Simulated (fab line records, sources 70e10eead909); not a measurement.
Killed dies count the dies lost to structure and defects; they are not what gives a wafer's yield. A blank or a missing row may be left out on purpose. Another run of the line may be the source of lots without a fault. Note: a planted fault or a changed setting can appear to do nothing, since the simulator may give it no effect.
fab line records	flow nand-harc
[record] lots = 12	wafers = 36	last-day = 33
route steps=1302 shown P_BONDPAD@376 A_ZERO_WELL@404 A_ONON_D1@424 END@1302
lots untouched by any fault: they come from a run of this same line in which no faults occurred
start-h: the number of hours between the record's first day and the start of the first shown wafer of the lot	wait-h: how many hours have passed since the lot's step before this one	" unchanged from the row above	L1.1+2: a single row standing in for several wafers	- no value, or no start was given	* or withheld: withheld	< > ~ a bound
route shown NAME@n: NAME is a module with steps in the file, n the number in the route of the first one	usual: average and standard deviation across the fault-free wafers	same: alike in all rows	chamber/n: place in a boat	sites: readings site by site	_std_site: standard deviation across them	_edge_site: the outer-site mean with the inner-site mean subtracted	radius-mm: for every site, how far away it sits from the centre of the wafer	mask NAME#n: copy n	behind: the last tool/chamber to shape the wafer	hold: why the lot went on hold/how many hours it stayed there/how the hold came to an end	device: the transistor (n, p or np) that didn't switch	end of line: tests run on the same wafers once the route is complete	where a step has no rows: the recipe by itself	killed: not the wafer's yield, but the dies lost to structure and defects at the first sort	map: per-die view of a wafer (x killed, . not killed, _ where there is no die)
set.NAME: setting as actually run; set.NAME@STEP: the setting as run at that earlier step	model.NAME: the simulator's own value behind a step, which no gauge read
steps of the route over a sample of lots; a table a step, a row a wafer
services: when a tool's chamber went out of use (start-h, in hours from the record's first day, below 0 if earlier), for how many hours, and the reason
[[steps]]
[step NHARC_P_BONDPAD_PVD_17]
[recipe] target-thk-a = 50	bias-v = 168.6	power-w = 15000	chamber-pressure-pa = 0.12	time-s = 8.06	substrate-temp-c = 50	material = TaN
[usual] throttle-valve-pct = 29.9/1.2
lot.wafer	tool	chamber	start-h	wait-h	throttle-valve-pct
L340.2	pvd-sputter-03	-	-	-	28.8
L340.1	"	-	"	"	28.9
L340.6	"	-	"	"	28.6
L341.3	pvd-sputter-02	-	-	-	31.0
L341.1	"	-	"	"	31.1
L341.6	"	-	"	"	31.2
L342.4	pvd-sputter-01	-	-	-	30.0
L342.2	"	-	"	"	31.1
L342.3	"	-	"	"	29.3
L346.1	pvd-sputter-03	-	-	-	30.7
L346.4	"	-	"	"	29.4
L346.6	"	-	"	"	29.8
L347.3	pvd-sputter-01	-	-	-	31.1
L347.1	"	-	"	"	28.9
L347.6	"	-	"	"	29.6
L349.1	pvd-sputter-02	-	-	-	31.2
L349.5	"	-	"	"	30.9
L349.6	"	-	"	"	31.2
L350.3	pvd-sputter-03	-	-	-	28.6
L350.2	"	-	"	"	29.5
L350.5	"	-	"	"	28.7
L357.2	pvd-sputter-03	-	-	-	29.9
L357.1	"	-	"	"	28.5
L357.5	"	-	"	"	29.6
L358.4	pvd-sputter-02	-	-	-	32.0
L358.1	"	-	"	"	31.0
L358.2	"	-	"	"	30.5
L359.1	pvd-sputter-01	-	-	-	29.7
L359.5	"	-	"	"	31.1
L359.6	"	-	"	"	28.0
L361.1	pvd-sputter-01	-	-	-	30.9
L361.2	"	-	"	"	29.0
L361.5	"	-	"	"	30.8
L363.4	pvd-sputter-01	-	-	-	29.4
L363.1	"	-	"	"	29.5
L363.2	"	-	"	"	31.0
[step NHARC_A_ZERO_WELL_ETCH_19]
[recipe] target-depth-a = 800	overetch-a = 240	time-s = 87.88	ion-energy-ev = 200	n2-flow-sccm = 150	h2-flow-sccm = 150	ar-flow-sccm = 0	rf-w = 400	bias-w = 150	chemistry = N2/H2
[usual] bias-w = 150.0/0.5	drypump-motor-current-A = 5.8/0.36	oes-product-au = 0.999/0.0073	rf-vpp-V = 430/3.3	showerhead-plenum-p-Torr = 2.02/0.11	throttle-valve-pct = 14.173/0.0099
lot.wafer	tool	chamber	start-h	wait-h	bias-w	drypump-motor-current-A	oes-product-au	rf-hours-counter-h	rf-vpp-V	showerhead-plenum-p-Torr	throttle-valve-pct
L340.1	rie-diel-03	3	142.50	0.1	150.2	6.2	1.011	4	435	2.17	14.167
L340.2	"	2	"	"	150.0	6.0	1.008	4	427	1.92	14.181
L340.6	"	3	"	"	150.2	6.2	1.001	-	435	2.17	14.184
L341.3	rie-diel-06	0	147.49	0.1	151.1	5.6	0.989	1	426	1.91	14.173
L341.1	"	2	"	"	149.9	6.1	0.994	0	435	2.20	14.186
L341.6	"	3	"	"	149.8	5.3	0.995	-	428	1.92	14.168
L342.3	rie-diel-06	1	156.38	0.1	150.5	5.7	1.000	0	430	2.02	14.171
L342.2	"	3	"	"	149.9	5.2	0.988	1	428	1.92	14.174
L342.4	"	0	"	"	150.0	5.6	0.995	1	426	1.90	14.157
L346.1	rie-diel-03	2	200.16	0.1	150.8	6.0	1.012	13	426	1.92	14.160
L346.4	"	0	"	"	150.3	5.7	0.998	13	427	1.93	14.182
L346.6	"	2	"	"	150.6	6.0	1.003	-	427	1.92	14.167
L347.1	rie-diel-06	3	208.07	0.1	150.4	5.2	1.000	2	428	1.92	14.177
L347.3	"	0	"	"	149.0	5.5	0.991	3	427	1.90	14.176
L347.6	"	3	"	"	150.1	5.2	0.998	-	426	1.92	14.186
L349.1	rie-diel-10	3	223.98	0.1	149.9	5.8	1.005	52	430	1.99	14.176
L349.5	"	1	"	"	149.6	6.5	0.994	-	434	2.11	14.152
L349.6	"	3	"	"	149.9	5.8	1.007	-	430	1.99	14.172
L350.2	rie-diel-06	3	244.25	0.1	150.2	5.2	1.003	3	426	1.92	14.174
L350.3	"	0	"	"	149.9	5.7	0.999	3	425	1.90	14.166
L350.5	"	3	"	"	150.0	5.2	1.004	-	427	1.92	14.159
L357.2	rie-diel-10	1	310.42	0.1	150.2	6.4	1.009	18	431	2.10	14.174
L357.1	"	2	"	"	149.4	5.8	1.010	17	434	2.17	14.192
L357.5	"	3	"	"	150.1	5.9	1.004	-	430	1.98	14.172
L358.4	rie-diel-03	2	326.87	0.1	150.1	6.0	1.005	6	427	1.91	14.152
L358.1	"	0	"	"	149.2	5.7	0.991	5	427	1.92	14.170
L358.2	"	1	"	"	149.8	6.3	1.001	5	434	2.17	14.181
L359.1	rie-diel-03	1	336.06	0.1	150.2	6.3	1.000	7	433	2.17	14.176
L359.5	"	0	"	"	149.6	5.7	0.987	-	427	1.92	14.163
L359.6	"	2	"	"	149.2	6.0	1.007	-	427	1.91	14.156
L361.2	rie-diel-03	1	345.73	0.1	150.8	6.3	0.988	10	435	2.17	14.160
L361.1	"	2	"	"	149.9	6.0	1.003	11	428	1.91	14.175
L361.5	"	0	"	"	149.9	5.8	0.992	-	428	1.92	14.141
L363.2	rie-diel-03	2	370.72	0.1	150.3	6.0	1.001	17	426	1.91	14.174
L363.1	"	1	"	"	148.8	6.4	0.993	16	434	2.17	14.171
L363.4	"	2	"	"	149.9	6.0	0.997	-	426	1.91	14.186
[step NHARC_A_ONON_D1_DEP_00]
[recipe] target-thk-a = 10000	n2-flow-sccm = 2750	n2o-flow-sccm = 2000	nh3-flow-sccm = 500	sih4-flow-sccm = 210	temp-c = 400
[usual] susceptor-temp-C = 400.01/0.2
lot.wafer	tool	chamber	start-h	wait-h	susceptor-temp-C
L340.1	pecvd-onon-01	0	163.76	0.1	400.21
L340.2	"	0	"	"	400.13
L340.6	"	0	"	"	399.94
L341.1	pecvd-onon-01	0	170.99	0.1	399.91
L341.3	"	0	"	"	399.73
L341.6	"	0	"	"	400.01
L342.2	pecvd-onon-01	0	180.28	0.1	399.79
L342.3	"	0	"	"	400.01
L342.4	"	0	"	"	400.28
L346.1	pecvd-onon-01	0	222.33	0.1	400.18
L346.4	"	0	"	"	399.79
L346.6	"	0	"	"	399.94
L347.1	pecvd-onon-01	0	229.81	0.1	399.91
L347.3	"	0	"	"	399.96
L347.6	"	0	"	"	400.00
L349.1	pecvd-onon-01	0	245.25	0.1	400.18
L349.5	"	0	"	"	399.95
L349.6	"	0	"	"	400.02
L350.2	pecvd-onon-01	0	266.34	0.1	399.92
L350.3	"	0	"	"	399.62
L350.5	"	0	"	"	399.84
L357.1	pecvd-onon-01	0	329.39	0.1	400.02
L357.2	"	0	"	"	399.98
L357.5	"	0	"	"	400.14
L358.1	pecvd-onon-01	0	348.20	0.1	399.98
L358.2	"	0	"	"	400.00
L358.4	"	0	"	"	399.78
L359.1	pecvd-onon-03	0	359.77	0.1	399.92
L359.5	"	0	"	"	400.28
L359.6	"	0	"	"	400.23
L361.1	pecvd-onon-03	0	367.52	0.2	400.39
L361.2	"	0	"	"	399.93
L361.5	"	0	"	"	399.96
L363.1	pecvd-onon-01	0	397.80	0.1	399.99
L363.2	"	0	"	"	399.82
L363.4	"	0	"	"	400.36
[step NHARC_A_ONON_D1_THK_MEAS_02]
[recipe] thk-meas-gauge = ellipsometry
[usual] thk-nm = 999/9.6
lot.wafer	tool	chamber	start-h	wait-h	hold	thk-nm
L340.1	film-metro-01	-	164.26	-	-	997
L340.2	"	-	"	"	-	999
L340.6	"	-	"	"	-	998
L341.1	film-metro-02	-	171.50	-	-	971
L341.3	"	-	"	"	-	969
L341.6	"	-	"	"	-	971
L342.2	film-metro-01	-	180.73	-	-	1005
L342.3	"	-	"	"	-	1004
L342.4	"	-	"	"	-	1004
L346.1	film-metro-01	-	222.84	-	-	1000
L346.4	"	-	"	"	-	999
L346.6	"	-	"	"	-	999
L347.1	film-metro-02	-	230.31	-	-	994
L347.3	"	-	"	"	-	992
L347.6	"	-	"	"	-	994
L349.1	film-metro-02	-	245.76	-	await-dispo/0.2h/release	1641
L349.5	"	-	"	"	await-dispo/0.2h/release	1641
L349.6	"	-	"	"	await-dispo/0.2h/release	1642
L349.1	film-metro-02	-	245.93	0.2	-	1642
L349.5	"	-	"	"	-	1641
L349.6	"	-	"	"	-	1642
L350.2	film-metro-02	-	266.79	-	await-dispo/0.2h/release	1627
L350.3	"	-	"	"	await-dispo/0.2h/release	1629
L350.5	"	-	"	"	await-dispo/0.2h/release	1628
L350.2	film-metro-02	-	266.96	0.2	-	1629
L350.3	"	-	"	"	-	1628
L350.5	"	-	"	"	-	1629
L357.1	film-metro-02	-	329.91	-	-	1010
L357.2	"	-	"	"	-	1010
L357.5	"	-	"	"	-	1010
L358.1	film-metro-01	-	348.72	-	-	986
L358.2	"	-	"	"	-	986
L358.4	"	-	"	"	-	986
L359.1	film-metro-01	-	360.29	-	-	991
L359.5	"	-	"	"	-	990
L359.6	"	-	"	"	-	988
L361.1	film-metro-01	-	368.03	-	-	1007
L361.2	"	-	"	"	-	1009
L361.5	"	-	"	"	-	1008
L363.1	film-metro-01	-	398.31	-	-	998
L363.2	"	-	"	"	-	1002
L363.4	"	-	"	"	-	1000
[step NHARC_A_ONON_D1_THK_MEAS_08]
[recipe] thk-meas-gauge = ellipsometry
[usual] thk-nm = 999/9.8
lot.wafer	tool	chamber	start-h	wait-h	thk-nm
L340.1	film-metro-02	-	165.40	-	983
L340.2	"	-	"	"	984
L340.6	"	-	"	"	983
L341.1	film-metro-02	-	172.64	-	995
L341.3	"	-	"	"	995
L341.6	"	-	"	"	994
L342.2	film-metro-01	-	181.87	-	999
L342.3	"	-	"	"	999
L342.4	"	-	"	"	1002
L346.1	film-metro-02	-	223.97	-	1014
L346.4	"	-	"	"	1015
L346.6	"	-	"	"	1014
L347.1	film-metro-01	-	231.45	-	998
L347.3	"	-	"	"	995
L347.6	"	-	"	"	996
L357.1	film-metro-02	-	331.04	-	1008
L357.2	"	-	"	"	1008
L357.5	"	-	"	"	1009
L358.1	film-metro-02	-	349.85	-	1003
L358.2	"	-	"	"	1000
L358.4	"	-	"	"	1001
L359.1	film-metro-02	-	361.42	-	1008
L359.5	"	-	"	"	1007
L359.6	"	-	"	"	1008
L361.1	film-metro-02	-	369.36	-	993
L361.2	"	-	"	"	994
L361.5	"	-	"	"	995
L363.1	film-metro-02	-	399.44	-	985
L363.2	"	-	"	"	984
L363.4	"	-	"	"	985
[step NHARC_END_SORT_01]
[recipe] temp-c = 25
[usual] defect-limited-yield = 92.5/2.3	killed-at-array = 46/15	killed-at-other = 0.8/1.1	killed-at-periphery = 4.0/2.9	killed-dies = 50/15	killed-open = 3.2/1.8	killed-short = 2.3/1.6	sort_bin_2_pct = 2.7/1	sort_bin_3_pct = 0.5/0.32	sort_bin_4_pct = 4.2/1.3	sort-n-pass = 627/15	sort-rim-yield-pct = 87/4.7	sort-yield-pct = 92.5/2.3
[same] gross-dies = 677	sort_bin_5_pct[%] = 0	sort_bin_6_pct[%] = 0	sort_bin_7_pct[%] = 0	sort_bin_8_pct[%] = 0	sort-rim-n-gross = 106.00
lot.wafer	tool	chamber	start-h	wait-h	defect-limited-yield[%]	killed-at-array	killed-at-other	killed-at-periphery	killed-dies	killed-open	killed-short	sort_bin_2_pct[%]	sort_bin_3_pct[%]	sort_bin_4_pct[%]	sort-n-pass	sort-rim-yield-pct[%]	sort-yield-pct[%]
L342.2	prober-02	0	585.48	2.8	91.4	54	0	4	58	4	4	2.2	0.4	5.9	619	88	91.4
L342.3	prober-02	0	586.29	3.1	93.2	44	0	2	46	1	2	2.5	0.6	3.7	631	92	93.2
L342.4	prober-02	0	587.10	3.4	93.2	46	0	0	46	3	3	2.1	0.1	4.6	631	90	93.2
L347.1	prober-01	0	624.20	2.5	90.4	48	5	12	65	5	1	2.5	1.3	5.8	612	92	90.4
L347.3	prober-01	0	625.79	3.1	92.8	37	4	8	49	2	2	1.8	0.4	5.0	628	90	92.8
L347.6	prober-01	0	628.16	4.0	92.6	42	2	6	50	3	3	3.0	0.3	4.1	627	86	92.6
L346.1	prober-02	0	624.26	2.5	94.1	40	0	0	40	2	2	2.1	0.1	3.7	637	94	94.1
L346.4	prober-02	0	626.65	3.4	94.1	33	0	7	40	1	1	3.1	0.1	2.7	637	91	94.1
L346.6	prober-02	0	628.25	4.0	94.8	33	0	2	35	1	2	3.2	0.3	1.6	642	89	94.8
L357.1	prober-02	0	721.20	2.5	92.9	40	0	8	48	3	2	2.2	0.4	4.4	629	84	92.9
L357.2	prober-02	0	722.00	2.8	92.8	43	2	4	49	0	3	2.5	0.4	4.3	628	86	92.8
L357.5	prober-02	0	724.42	3.7	91.7	52	0	4	56	4	5	2.1	0.6	5.6	621	89	91.7
L358.1	prober-02	0	764.98	2.5	93.2	44	0	2	46	3	1	1.8	0.4	4.6	631	89	93.2
L358.2	prober-02	0	765.78	2.8	92.5	47	1	3	51	2	2	2.4	0.3	4.9	626	89	92.5
L358.4	prober-02	0	767.37	3.4	93.1	45	0	2	47	6	4	2.7	0	4.3	630	89	93.1
// killed by level:class
L342.2 A_CHANNEL_HOLE_D1:chamber-film-flake=22 A_CHANNEL_HOLE_D2:chamber-film-flake=7 A_SGD_CUT:chamber-film-flake=7 A_WL_FILL:geometric-particle:short=3 A_CHANNEL_FILL_D1:chamber-film-flake=3 P_ZERO_WELL:chamber-film-flake=2 A_STAIRCASE:chamber-film-flake=2 A_CONTACT:chamber-film-flake=2
L342.3 A_CHANNEL_HOLE_D1:chamber-film-flake=22 A_CHANNEL_HOLE_D2:chamber-film-flake=5 A_CHANNEL_FILL_D1:chamber-film-flake=4 A_STAIRCASE:chamber-film-flake=3 A_SGD_CUT:chamber-film-flake=3 P_GATE:chamber-film-flake=2 A_WL_FILL:chamber-film-flake=2 A_CHANNEL_HOLE_D1:geometric-particle:short=1
L342.4 A_CHANNEL_HOLE_D1:chamber-film-flake=18 A_CHANNEL_HOLE_D2:chamber-film-flake=7 A_SGD_CUT:chamber-film-flake=7 A_CONTACT:chamber-film-flake=3 A_CHANNEL_FILL_D1:geometric-particle:open=2 A_STAIRCASE:chamber-film-flake=2 A_M1:chamber-film-flake=2 A_CHANNEL_FILL_D1:geometric-particle:short=1
L347.1 A_SLIT:chamber-film-flake=21 A_CHANNEL_HOLE_D2:chamber-film-flake=10 A_STAIRCASE:chamber-film-flake=6 A_CONTACT:chamber-film-flake=6 THIN_TSV:chamber-film-flake=4 P_ZERO_WELL:chamber-film-flake=3 P_GATE:chamber-film-flake=3 P_CONTACT:geometric-particle:open=2
L346.1 A_CHANNEL_HOLE_D2:chamber-film-flake=22 A_STAIRCASE:chamber-film-flake=4 A_CONTACT:chamber-film-flake=4 A_CHANNEL_HOLE_D1:chamber-film-flake=2 A_ONON_D2:geometric-particle:short=1 A_CHANNEL_FILL_D2:geometric-particle:short=1 A_CHANNEL_FILL_D2:geometric-particle:open=1 A_WL_FILL:geometric-particle:open=1
L347.3 A_SLIT:chamber-film-flake=21 A_CHANNEL_HOLE_D2:chamber-film-flake=5 A_STAIRCASE:chamber-film-flake=4 P_GATE:chamber-film-flake=3 A_CONTACT:chamber-film-flake=3 THIN_TSV:chamber-film-flake=3 P_ZERO_WELL:chamber-film-flake=2 P_CONTACT:geometric-particle:short=1
L346.4 A_CHANNEL_HOLE_D2:chamber-film-flake=21 P_ZERO_WELL:chamber-film-flake=4 A_STAIRCASE:chamber-film-flake=3 P_M1:chamber-film-flake=2 A_SLIT:chamber-film-flake=2 A_CONTACT:chamber-film-flake=2 A_ONON_D1:geometric-particle:open=1 A_ONON_D1:geometric-particle:short=1
L347.6 A_SLIT:chamber-film-flake=18 A_CHANNEL_HOLE_D2:chamber-film-flake=6 A_STAIRCASE:chamber-film-flake=5 A_ONON_D2:geometric-particle:open=2 P_STI:chamber-film-flake=2 P_GATE:chamber-film-flake=2 A_CHANNEL_HOLE_D1:chamber-film-flake=2 A_CONTACT:chamber-film-flake=2
L346.6 A_CHANNEL_HOLE_D2:chamber-film-flake=20 A_STAIRCASE:chamber-film-flake=5 A_SLIT:chamber-film-flake=2 A_CONTACT:chamber-film-flake=2 P_M0:geometric-particle:short=1 A_DECK1_JOINT:geometric-particle:open=1 A_CHANNEL_FILL_D2:geometric-particle:short=1 P_ZERO_WELL:chamber-film-flake=1
L357.1 A_SLIT:chamber-film-flake=21 A_CHANNEL_HOLE_D1:chamber-film-flake=9 P_M0:chamber-film-flake=5 A_STAIRCASE:chamber-film-flake=3 A_CONTACT:chamber-film-flake=2 P_CONTACT:geometric-particle:open=1 P_M0:geometric-particle:open=1 A_WL_FILL:chamber-film-flake=1
L357.2 A_SLIT:chamber-film-flake=25 A_CHANNEL_HOLE_D1:chamber-film-flake=8 A_WL_FILL:chamber-film-flake=3 A_CONTACT:chamber-film-flake=3 P_STI:chamber-film-flake=2 THIN_TSV:chamber-film-flake=2 P_M1:geometric-particle:short=1 A_ONON_D1:geometric-particle:short=1
L357.5 A_SLIT:chamber-film-flake=27 A_CHANNEL_HOLE_D1:chamber-film-flake=10 A_STAIRCASE:chamber-film-flake=4 A_BLC:geometric-particle:short=2 P_M0:chamber-film-flake=2 A_WL_FILL:chamber-film-flake=2 A_CONTACT:chamber-film-flake=2 P_CONTACT:geometric-particle:open=1
L358.1 A_CHANNEL_HOLE_D2:chamber-film-flake=19 A_CHANNEL_HOLE_D1:chamber-film-flake=9 A_SLIT:chamber-film-flake=8 A_STAIRCASE:chamber-film-flake=2 A_CONTACT:chamber-film-flake=2 P_CONTACT:geometric-particle:short=1 A_CHANNEL_HOLE_D1:geometric-particle:open=1 A_ONON_D2:geometric-particle:open=1
L358.2 A_CHANNEL_HOLE_D2:chamber-film-flake=22 A_CHANNEL_HOLE_D1:chamber-film-flake=8 A_CONTACT:chamber-film-flake=5 A_SLIT:chamber-film-flake=3 A_ZERO_WELL:chamber-film-flake=2 A_CHANNEL_FILL_D1:chamber-film-flake=2 P_M1:geometric-particle:open=1 A_SOURCE_PLATE:geometric-particle:short=1
L358.4 A_CHANNEL_HOLE_D2:chamber-film-flake=17 A_CHANNEL_HOLE_D1:chamber-film-flake=7 A_CONTACT:chamber-film-flake=4 A_CHANNEL_FILL_D2:geometric-particle:open=3 A_SLIT:chamber-film-flake=3 A_CHANNEL_FILL_D1:chamber-film-flake=2 A_STAIRCASE:chamber-film-flake=2 P_M0:geometric-particle:short=1
[[services]]
tool	chamber	start-h	hours	kind
pvd-sputter-01	-	126.84	5.6	repair
rie-diel-06	-	130.20	9.0	pm
pvd-sputter-03	-	170.00	10.0	pm
rie-diel-10	0	179.52	20.3	repair
pvd-sputter-01	-	226.02	10.0	pm
rie-diel-03	3	266.33	6.6	repair
pecvd-onon-01	-	269.07	13.0	pm
rie-diel-03	3	273.15	8.1	repair
pvd-sputter-03	-	279.82	1.2	repair
rie-diel-03	-	281.36	9.0	pm
pvd-sputter-02	-	282.08	10.0	pm
pvd-sputter-01	-	287.67	6.3	repair
rie-diel-06	-	307.20	9.0	pm
rie-diel-03	3	329.68	68.2	repair
pvd-sputter-03	-	338.29	6.5	repair
pvd-sputter-03	-	348.00	10.0	pm
pvd-sputter-01	-	348.72	1.4	repair
pvd-sputter-01	-	364.45	1.0	repair
pvd-sputter-03	-	364.69	0.9	repair
pvd-sputter-03	-	368.08	8.3	repair
rie-diel-03	0	374.94	8.3	repair
rie-diel-03	-	375.41	0.6	repair
pvd-sputter-02	-	389.34	3.2	repair
pvd-sputter-03	-	391.75	5.4	repair
[[key]]
[first-sign] step = NHARC_A_ONON_D1_THK_MEAS_02	reading = visit	direction = added
[effect] step = NHARC_A_ONON_D1_THK_MEAS_02	reading = thk-nm	direction = up	sigmas = 66	usual = 999	struck = 1635
met-at NHARC_A_ONON_D1_DEP_00
struck-lots L349,L350
struck-wafers L349.1,L349.5,L349.6,L350.2,L350.3,L350.5
scrapped-behind NHARC_A_ONON_D1_THK_MEAS_02 L349.1,L349.5,L349.6,L350.2,L350.3,L350.5
not-acting-at NHARC_P_BONDPAD_PVD_17,NHARC_A_ZERO_WELL_ETCH_19,NHARC_A_ONON_D1_THK_MEAS_08
onset-between 229.81 245.25
[fault] kind = process-parameter-drift	tool = pecvd-onon-01	chamber = 0	onset-h = 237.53	steps = NHARC_A_ONON_D1_DEP_00	channel = target-thk-a	offset = *	shape = step	end-h = 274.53	acts-in = *	stated = *
